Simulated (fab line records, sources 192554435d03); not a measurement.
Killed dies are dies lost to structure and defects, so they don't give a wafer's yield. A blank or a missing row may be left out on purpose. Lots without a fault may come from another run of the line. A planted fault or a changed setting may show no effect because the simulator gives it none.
Problem report in the 8D (eight disciplines) form, filled by code | flow n5_finfet | the parts of the form that need people (team, actions taken, sign-off) are left out

1. THE PROBLEM
killed_at_contacts at N5_PASSIVATION_PROBE_49 reads a mean of 76 on 1 wafer of 1 lot; wafers without a fault read 13 with a standard deviation of 5.9. That is +11 standard deviations from the usual mean.
First seen on wafer L574.2, day 16 21:03, on prober-02. The record holds 21 wafers of 8 lots with a number at this step. Rule for "out", or "out of limits": more than 4 standard deviations from the usual mean. The other wafers with a number count as sound.

2. WHAT IT IS AND WHAT IT IS NOT
question                    | is                                      | is not
which readings at this step | killed_at_contacts, sort_bin_5_function | killed_at_M0_to_M3, killed_at_M4_up, killed_at_front_end, killed_at_other, killed_open, killed_short, sort_bin_6_memory, sort_bin_8_speed
which lots                  | L574                                    | L564, L565, L567, L568, L569, L570, L582
which wafers of those lots  | L574.2                                  | L574.1
read on which tools         | prober-02                               | prober-01
when                        | from day 16 21:03                       | up to then (17 sound wafers); but 3 sound wafers of L582 came after

3. SUSPECTS, AND WHAT RULES EACH OUT
Counting: a tool at a process step up to the reading stays a suspect if it ran every lot that is out. Sound lots after the first of them don't rule it out here, since some wafers of a struck lot are sound.
- rie_diel-03 at N5_MOL_CONTACT_COAG_ETCHBACK_136 (etches SiO2 in CHF3, target depth 25 nm, time 16.7 s): kept. It ran the lot that is out, L574 (day 8 08:26); its last sound lot up to then is L570 (day 7 04:07).
- pvd_sputter-01 at N5_PASSIVATION_SPUTTER_20 (material TaN, target thk 50 nm): kept. It ran the lot that is out, L574 (day 16 15:33); its last sound lot up to then is L570 (day 15 04:55).
- rie_diel-04 at N5_PASSIVATION_PASS_ETCH_47 (etches SiNx in CF4/O2, target depth 770 nm, time 385 s): kept. It ran the lot that is out, L574 (day 16 18:00); its last sound lot up to then is L568 (day 15 02:44).
- prober-02 at N5_PASSIVATION_PROBE_49: kept. It ran the lot that is out, L574 (day 16 21:00); its last sound lot up to then is L564 (day 14 01:31). Its own readings are out on those wafers: killed_at_contacts, sort_bin_5_function.
- Within rie_diel-03 at N5_MOL_CONTACT_COAG_ETCHBACK_136: the wafers that are out ran in chamber 3; their sound lot-mates ran in chamber 1.
- Within rie_diel-04 at N5_PASSIVATION_PASS_ETCH_47: the wafers that are out ran in chamber 0; their sound lot-mates ran in chamber 3.
Left after counting: rie_diel-03 at N5_MOL_CONTACT_COAG_ETCHBACK_136, pvd_sputter-01 at N5_PASSIVATION_SPUTTER_20, rie_diel-04 at N5_PASSIVATION_PASS_ETCH_47, prober-02 at N5_PASSIVATION_PROBE_49.

4. THE CAUSE (what the simulator had put in)
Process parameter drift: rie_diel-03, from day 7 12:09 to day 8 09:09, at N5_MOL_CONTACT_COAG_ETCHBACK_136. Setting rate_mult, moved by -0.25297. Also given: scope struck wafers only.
Counting left 4 suspects, and this tool is among them.

5. THE CHAIN OF EFFECTS, in route order
Each row: a reading whose mean over the struck wafers that have a number lies more than 3 standard deviations from the usual. Only readings for which the record gives a usual standard deviation are gone through. hours: the time from each lot's start at the first step in this table that gives one to its start at this step, as a median over the lots. sigmas: the change in usual standard deviations.
hours | step                    | reading              | usual  | on struck wafers | change | sigmas
0     | N5_PASSIVATION_PROBE_49 | defect_limited_yield | 91.3 % | 87.3             | -4.0   | -3.1
0     | N5_PASSIVATION_PROBE_49 | killed_at_contacts   | 13     | 76               | +63    | +11
0     | N5_PASSIVATION_PROBE_49 | sort_bin_5_function  | 5.2 %  | 10.2             | +5.0   | +5.6
0     | N5_PASSIVATION_PROBE_49 | sort_yield_pct       | 91.3 % | 87.3             | -4.0   | -3.1
The process steps in it:
- N5_PASSIVATION_PROBE_49

6. WHAT WOULD HAVE CAUGHT IT SOONER
In this record the first reading out of limits was taken at day 16 21:03, 225 hours after the fault began at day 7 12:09.
Of the tool readings at N5_MOL_CONTACT_COAG_ETCHBACK_136 for which the record gives a usual standard deviation, none was out on any struck wafer, so an alarm limit of 4 standard deviations on them would not have fired.
All the lots that are out (1) had begun N5_MOL_CONTACT_COAG_ETCHBACK_136 on rie_diel-03 by day 16 21:03. A hold on the tool at that time would have spared none of them.
